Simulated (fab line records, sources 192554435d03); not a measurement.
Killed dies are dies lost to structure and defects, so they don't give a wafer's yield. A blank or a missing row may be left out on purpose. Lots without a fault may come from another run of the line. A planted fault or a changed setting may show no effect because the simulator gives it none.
Which tool did it? | flow n5_finfet | 11 lots, 33 wafers sampled, at 6 steps of a route of 1938

WHAT THE GAUGES READ, wafer by wafer
N5_BEOL_M15_OVL_MEAS_11.
lot  | measured     | on         | V14_OVL (nm)
L075 | day 11 17:13 | overlay-02 | 7 -4 2
L078 | day 12 09:50 | overlay-01 | 1 -9 -2
L080 | day 13 00:27 | overlay-01 | 1 4 5
L084 | day 13 14:43 | overlay-01 | 1 4 1
L083 | day 13 18:47 | overlay-02 | -5 -2 -3
L087 | day 14 17:09 | overlay-02 | -3 -6 -4
L086 | day 15 06:23 | overlay-02 | 6 0 3
L090 | day 15 19:59 | overlay-02 | -5 -4 -8
L091 | day 16 01:50 | overlay-01 | -2 3 -2
L097 | day 17 01:28 | overlay-01 | -6 2 -4
L096 | day 17 10:27 | overlay-01 | 0 -4 5

WHICH TOOL RAN EACH LOT (tool, then ch and the chambers of the sampled wafers, then the start)
lot  | N5_BEOL_M14_DESCUM_15              | N5_BEOL_M14_ETCH_59                | N5_BEOL_M14_STRIP_64                          | N5_BEOL_M14_STRIP_37               | N5_BEOL_M14_ETCH_38
L075 | rie_diel-03 ch 0,2,3, day 11 04:20 | rie_diel-03 ch 0,2,3, day 11 04:23 | rie_diel-03 ch 0,2,3, day 11 13:54 or earlier | rie_diel-03 ch 0,1,3, day 11 13:54 | rie_diel-03 ch 0,1,3, day 11 17:13 or earlier
L078 | rie_diel-04 ch 0,1,3, day 12 05:13 | rie_diel-04 ch 0,1,3, day 12 05:15 | rie_diel-04 ch 0,1,3, day 12 07:32 or earlier | rie_diel-03 ch 0,1,3, day 12 07:32 | rie_diel-03 ch 0,1,3, day 12 09:50 or earlier
L080 | rie_diel-04 ch 0,1,3, day 12 19:29 | rie_diel-04 ch 0,1,3, day 12 19:32 | rie_diel-04 ch 0,1,3, day 12 21:39 or earlier | rie_diel-04 ch 0,1,3, day 12 21:39 | rie_diel-04 ch 0,1,3, day 13 00:27 or earlier
L084 | rie_diel-05 ch 0,2, day 13 10:38   | rie_diel-05 ch 0,2, day 13 10:40   | rie_diel-05 ch 0,2, day 13 12:13 or earlier   | rie_diel-03 ch 2,3, day 13 12:13   | rie_diel-03 ch 2,3, day 13 14:43 or earlier
L083 | rie_diel-03 ch 0,2,3, day 13 14:00 | rie_diel-03 ch 0,2,3, day 13 14:02 | rie_diel-03 ch 0,2,3, day 13 16:04 or earlier | rie_diel-03 ch 0,1,2, day 13 16:04 | rie_diel-03 ch 0,1,2, day 13 18:47 or earlier
L087 | rie_diel-05 ch 0,2,3, day 14 12:34 | rie_diel-05 ch 0,2,3, day 14 12:36 | rie_diel-05 ch 0,2,3, day 14 14:30 or earlier | rie_diel-04 ch 0,1, day 14 14:30   | rie_diel-04 ch 0,1, day 14 17:09 or earlier
L086 | rie_diel-05 ch 0,2,3, day 15 02:07 | rie_diel-05 ch 0,2,3, day 15 02:09 | rie_diel-05 ch 0,2,3, day 15 03:53 or earlier | rie_diel-04 ch 1,2, day 15 03:53   | rie_diel-04 ch 1,2, day 15 06:23 or earlier
L090 | rie_diel-03 ch 0,3, day 15 12:28   | rie_diel-03 ch 0,3, day 15 12:29   | rie_diel-03 ch 0,3, day 15 16:47 or earlier   | rie_diel-05 ch 0,1, day 15 16:47   | rie_diel-05 ch 0,1, day 15 19:59 or earlier
L091 | rie_diel-04 ch 1,2, day 15 20:06   | rie_diel-04 ch 1,2, day 15 20:08   | rie_diel-04 ch 1,2, day 15 23:15 or earlier   | rie_diel-03 ch 0,2, day 15 23:15   | rie_diel-03 ch 0,2, day 16 01:50 or earlier
L097 | rie_diel-03 ch 1,2,3, day 16 20:19 | rie_diel-03 ch 1,2,3, day 16 20:20 | rie_diel-03 ch 1,2,3, day 16 22:49 or earlier | rie_diel-03 ch 0,2,3, day 16 22:49 | rie_diel-03 ch 0,2,3, day 17 01:28 or earlier
L096 | rie_diel-05 ch 2,3, day 17 04:57   | rie_diel-05 ch 2,3, day 17 04:59   | rie_diel-05 ch 2,3, day 17 07:11 or earlier   | rie_diel-05 ch 0,1,2, day 17 07:11 | rie_diel-05 ch 0,1,2, day 17 10:27 or earlier
- N5_BEOL_M14_DESCUM_15: chemistry O2, time 7.9 s.
- N5_BEOL_M14_ETCH_59: etches BARC in N2/H2, target depth 89 nm, overetch 26.7 nm, time 67.9 s.
- N5_BEOL_M14_STRIP_64: strips in O2.
- N5_BEOL_M14_STRIP_37: strips in O2.
- N5_BEOL_M14_ETCH_38: etches SiCN in CF4/N2, target depth 106.5 nm, time 120.6 s.

THE ANSWER, worked out from the rows above alone
Rule: what is usual is taken from the lots themselves. Put in order of their means at a reading, lots are off if they are a third of the lots or fewer, leave a main group of 4 or more, and stand apart from it by a gap of 3 or more times the standard deviation of the main group's means; of several such gaps the widest counts. A main group whose means are all the same, to the digits that the tables above print for the reading, isn't used. A lot without any number at a reading at which 4 lots or more have one is off too. The other lots that the step has rows for count as sound.
No lot is off at any reading shown: from this, nothing can be told.

WHAT THE SIMULATOR HAD PUT IN
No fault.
